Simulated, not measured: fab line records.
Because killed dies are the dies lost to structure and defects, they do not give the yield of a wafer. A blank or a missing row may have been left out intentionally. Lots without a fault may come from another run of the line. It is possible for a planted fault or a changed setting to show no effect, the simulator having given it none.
What tool caused it? ; flow n5-finfet ; 10 lots, 29 wafers sampled, at 5 steps of a route of 1938

WHAT THE GAUGES READ, wafer by wafer
Not one reading of a measure or inspect step in the record can be checked against a usual standard deviation.

EACH LOT AND THE TOOL THAT RAN IT (in order: tool; ch and the chambers of the sampled wafers; start)
lot;N5_BEOL_M5_DESCUM_16;N5_BEOL_M5_ETCH_68;N5_BEOL_M5_TRENCH_ETCH_37;N5_BEOL_M5_STRIP_91;N5_PASSIVATION_PROBE_49
L874;rie-diel-05 ch 1,2,3, day 8 10:01;rie-diel-04 ch 0,2,3, day 8 11:01;rie-diel-04 ch 0,2,3, no start;rie-diel-04 ch 0,2,3, no start;-
L877;rie-diel-02 ch 0,2, day 9 06:52;rie-diel-02 ch 2,3, day 9 09:38;rie-diel-02 ch 2,3, no start;rie-diel-02 ch 2,3, no start;-
L881;rie-diel-05 ch 1,2, day 10 05:45;rie-diel-04 ch 0,1, day 10 06:42;rie-diel-04 ch 0,1, no start;rie-diel-04 ch 0,1, no start;-
L883;rie-diel-02 ch 0,2,3, day 10 12:38;rie-diel-04 ch 2,3, day 10 13:44;rie-diel-04 ch 2,3, no start;rie-diel-04 ch 2,3, no start;-
L885;rie-diel-05 ch 0,3, day 10 21:00;rie-diel-05 ch 1,2, day 10 22:08;rie-diel-05 ch 1,2, no start;rie-diel-05 ch 1,2, no start;-
L886;rie-diel-05 ch 1,2,3, day 11 15:26;rie-diel-02 ch 0,1,3, day 11 17:01;rie-diel-02 ch 0,1,3, no start;rie-diel-02 ch 0,1,3, no start;-
L887;rie-diel-02 ch 0,3, day 11 19:04;rie-diel-05 ch 2,3, day 11 21:50;rie-diel-05 ch 2,3, no start;rie-diel-05 ch 2,3, no start;-
L888;rie-diel-05 ch 0,1,3, day 12 07:53;rie-diel-04 ch 0,2,3, day 12 09:14;rie-diel-04 ch 0,2,3, day 17 02:27 or earlier;rie-diel-04 ch 0,2,3, day 17 02:27 or earlier;prober-02, day 17 02:27
L891;rie-diel-04 ch 1,2, day 12 08:20;rie-diel-05 ch 0,2, day 12 09:50;rie-diel-05 ch 0,2, no start;rie-diel-05 ch 0,2, no start;-
L890;rie-diel-02 ch 2,3, day 12 17:49;rie-diel-04 ch 1,2, day 12 19:13;rie-diel-04 ch 1,2, day 17 01:40 or earlier;rie-diel-04 ch 1,2, day 17 01:40 or earlier;prober-01, day 17 01:40
- N5_BEOL_M5_DESCUM_16: chemistry O2, time 7 s.
- N5_BEOL_M5_ETCH_68: etches SOC in N2/H2, target depth 80 nm, overetch 16 nm, time 120 s.
- N5_BEOL_M5_TRENCH_ETCH_37: etches SiCOH lowk in C4F6/O2, target depth 71.652 nm, time 24.7 s.
- N5_BEOL_M5_STRIP_91: strips in N2/H2, time 10 s.
- N5_PASSIVATION_PROBE_49

WHAT THE TOOLS THEMSELVES READ (means of the sampled wafers that have a number; where no wafer has one, the mark that the record gives instead)
N5_BEOL_M5_DESCUM_16.
lot;tool;drypump-motor-current-A (A);oes-product-au (a.u.);rf-vpp-V (V);showerhead-plenum-p-Torr (Torr);throttle-valve-pct (%)
L874;rie-diel-05;5.6;0.86;243.5;2.11;20.43
L877;rie-diel-02;5.5;0.83;244.1;2.14;20.21
L881;rie-diel-05;5.5;0.83;244.2;2.14;20.49
L883;rie-diel-02;5.4;0.79;243.8;2.16;20.32
L885;rie-diel-05;5.9;0.80;244.1;2.10;20.51
L886;rie-diel-05;5.6;0.83;243.3;2.10;20.47
L887;rie-diel-02;5.3;0.85;244.7;2.20;20.22
L888;rie-diel-05;5.8;0.77;242.8;2.10;20.52
L891;rie-diel-04;5.7;0.88;242.5;2.05;20.28
L890;rie-diel-02;5.5;0.72;242.8;2.12;20.46

N5_BEOL_M5_ETCH_68.
lot;tool;bias-w (W);drypump-motor-current-A (A);oes-product-au (a.u.);rf-vpp-V (V);showerhead-plenum-p-Torr (Torr);throttle-valve-pct (%)
L874;rie-diel-04;149.9;6.0;0.64;523.8;2.58;17.85
L877;rie-diel-02;149.6;5.3;0.56;525.6;2.61;17.95
L881;rie-diel-04;150.1;5.7;0.62;523.6;2.52;17.64
L883;rie-diel-04;149.8;6.2;0.65;524.9;2.60;18.01
L885;rie-diel-05;150.2;5.5;0.61;524.0;2.55;17.69
L886;rie-diel-02;150.0;5.2;0.65;525.9;2.66;17.77
L887;rie-diel-05;149.9;5.5;0.66;523.8;2.55;17.62
L888;rie-diel-04;154.4;6.0;0.62;534.6;2.57;17.89
L891;rie-diel-05;149.8;5.7;0.62;525.3;2.60;17.88
L890;rie-diel-04;158.7;6.0;0.64;542.8;2.55;17.94

N5_BEOL_M5_TRENCH_ETCH_37.
lot;tool;bias-w (W);drypump-motor-current-A (A);oes-product-au (a.u.);rf-vpp-V (V);showerhead-plenum-p-Torr (Torr);throttle-valve-pct (%)
L874;rie-diel-04;185.4;6.0;0.84;671;2.89;20.97
L877;rie-diel-02;185.0;5.3;0.71;672;2.92;21.00
L881;rie-diel-04;185.2;5.7;0.81;662;2.83;20.78
L883;rie-diel-04;185.3;6.2;0.86;676;2.89;21.05
L885;rie-diel-05;184.9;5.5;0.79;664;2.87;20.86
L886;rie-diel-02;185.3;5.1;0.84;668;2.95;20.77
L887;rie-diel-05;185.0;5.5;0.86;664;2.85;20.79
L888;rie-diel-04;185.1;6.0;0.80;671;2.88;21.00
L891;rie-diel-05;184.6;5.7;0.80;666;2.89;20.93
L890;rie-diel-04;184.5;6.1;0.85;672;2.85;20.93

N5_BEOL_M5_STRIP_91.
lot;tool;drypump-motor-current-A (A);oes-product-au (a.u.);rf-vpp-V (V);showerhead-plenum-p-Torr (Torr);throttle-valve-pct (%)
L874;rie-diel-04;6.0;0.84;59.3;2.58;23.7
L877;rie-diel-02;5.3;0.72;58.5;2.61;23.8
L881;rie-diel-04;5.7;0.82;58.0;2.51;23.4
L883;rie-diel-04;6.2;0.86;59.2;2.59;24.0
L885;rie-diel-05;5.5;0.80;59.5;2.55;23.5
L886;rie-diel-02;5.2;0.85;59.0;2.65;23.7
L887;rie-diel-05;5.5;0.87;59.3;2.54;23.4
L888;rie-diel-04;6.0;0.80;59.6;2.57;23.8
L891;rie-diel-05;5.7;0.81;59.4;2.60;23.7
L890;rie-diel-04;6.1;0.83;58.2;2.54;24.0

N5_PASSIVATION_PROBE_49.
lot;tool;defect-limited-yield (%);killed_at_M0_to_M3;killed_at_M4_up;killed-at-contacts;killed-at-front-end;killed-at-other;killed-dies;killed-open;killed-short;sort_bin_5_function (%);sort_bin_6_memory (%);sort-n-pass;sort-yield-pct (%)
L888;prober-02;90.0;49;25;5;36;2.7;118;74;41;5.5;3.9;1062;90.0
L890;prober-01;93.2;22;12;9;35;2.7;81;55;23;3.7;2.7;1099;93.2

THE ANSWER, worked out from the rows above alone
Rule: the lots themselves supply what counts as usual. Put in order of their means at a reading, lots are off if they are a third of the lots or fewer, leave a main group of 4 or more, and stand apart from it by a gap of 3 or more times the standard deviation of the main group's means; of several such gaps the widest counts. Not used: any main group whose means are identical at the precision the tables above print for the reading. A lot without any number at a reading at which 4 lots or more have one is off too. All remaining lots with rows at the step are treated as sound. The gauges are gone through in route order, then the tools' own readings, and for those a lot's mean is taken as printed above. The first step at which some lot is off is used, and at that step the reading that is off furthest; a lot without a number counts as furthest.
Off at N5_BEOL_M5_ETCH_68 (bias-w): L888, L890. The main group has a mean of 149.9 W with a standard deviation of 0.18.
A tool fits if, at that step or a process step before it, it ran every lot that is off, and no sound lot after the first of them. One fits: N5_BEOL_M5_ETCH_68 on rie-diel-04. Its last sound lot is L883 (day 10 13:44), its first lot that is off L888 (day 12 09:14): a fault that began between those two fits.
The tool's own readings at N5_BEOL_M5_ETCH_68 bear it out: on the lots that are off they differ by more than 5 times the standard deviation of the sound lots' means. bias-w reads 156.6 W there against 149.9 W on the sound lots; rf-vpp-V reads 538.7 V there against 524.6 V on the sound lots.

WHAT THE SIMULATOR HAD INSERTED
rie-diel-04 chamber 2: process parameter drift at N5_BEOL_M5_ETCH_68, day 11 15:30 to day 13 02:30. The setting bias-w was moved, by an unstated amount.
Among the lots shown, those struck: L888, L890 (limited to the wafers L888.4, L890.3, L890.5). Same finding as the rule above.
